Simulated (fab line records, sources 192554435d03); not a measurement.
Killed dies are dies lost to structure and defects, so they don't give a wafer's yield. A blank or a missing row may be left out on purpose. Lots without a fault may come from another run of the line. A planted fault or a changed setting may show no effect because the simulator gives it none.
Which tool did it? | flow n5_finfet | 10 lots, 30 wafers sampled, at 3 steps of a route of 1938

WHAT THE GAUGES READ, wafer by wafer
N5_BEOL_M5_INSPECT_30: inspects for defects (brightfield).
lot  | measured     | on                | raw_defect_count
L075 | day 8 13:20  | defect_inspect-01 | 285 481 360
L079 | day 9 02:04  | defect_inspect-02 | 344 393 287
L080 | day 9 21:26  | defect_inspect-02 | 429 328 272
L082 | day 10 17:30 | defect_inspect-02 | 431 377 368
L084 | day 11 04:56 | defect_inspect-01 | 584 609 510
L086 | day 11 10:26 | defect_inspect-01 | 359 413 394
L087 | day 11 20:37 | defect_inspect-01 | 425 466 732
L091 | day 12 12:26 | defect_inspect-02 | 416 445 443
L093 | day 13 08:48 | defect_inspect-01 | 420 472 454
L095 | day 13 23:51 | defect_inspect-01 | 493 370 424

WHICH TOOL RAN EACH LOT (tool, then ch and the chambers of the sampled wafers, then the start)
lot  | N5_BEOL_M5_HM_OPEN_17             | N5_BEOL_M5_STRIP_19
L075 | rie_metal-02 ch 0,1, day 8 10:59  | rie_diel-06 ch 0,2,3, day 8 11:05
L079 | rie_metal-03 ch 1, day 8 21:28    | rie_diel-04 ch 0,3, day 8 21:40
L080 | rie_metal-02 ch 0,1, day 9 20:52  | rie_diel-03 ch 0,2,3, day 9 20:58
L082 | rie_metal-02 ch 1, day 10 16:44   | rie_diel-04 ch 1,3, day 10 16:51
L084 | rie_metal-01 ch 0,1, day 11 03:29 | rie_diel-04 ch 0,3, day 11 03:35
L086 | rie_metal-03 ch 0,1, day 11 09:52 | rie_diel-06 ch 1,3, day 11 09:58
L087 | rie_metal-01 ch 0,1, day 11 19:47 | rie_diel-03 ch 1,2,3, day 11 19:53
L091 | rie_metal-01 ch 0,1, day 12 11:23 | rie_diel-04 ch 1,2,3, day 12 11:35
L093 | rie_metal-01 ch 1, day 13 07:52   | rie_diel-03 ch 0,1, day 13 08:09
L095 | rie_metal-01 ch 1, day 13 23:01   | rie_diel-04 ch 0,1, day 13 23:20
- N5_BEOL_M5_HM_OPEN_17: chemistry Cl2/BCl3, target TiN, target depth 20 nm, overetch 6 nm.
- N5_BEOL_M5_STRIP_19: strips in O2.

THE ANSWER, worked out from the rows above alone
Rule: what is usual is taken from the lots themselves. Put in order of their means at a reading, lots are off if they are a third of the lots or fewer, leave a main group of 4 or more, and stand apart from it by a gap of 3 or more times the standard deviation of the main group's means; of several such gaps the widest counts. A main group whose means are all the same, to the digits that the tables above print for the reading, isn't used. A lot without any number at a reading at which 4 lots or more have one is off too. The other lots that the step has rows for count as sound.
No lot is off at any reading shown: from this, nothing can be told.

WHAT THE SIMULATOR HAD PUT IN
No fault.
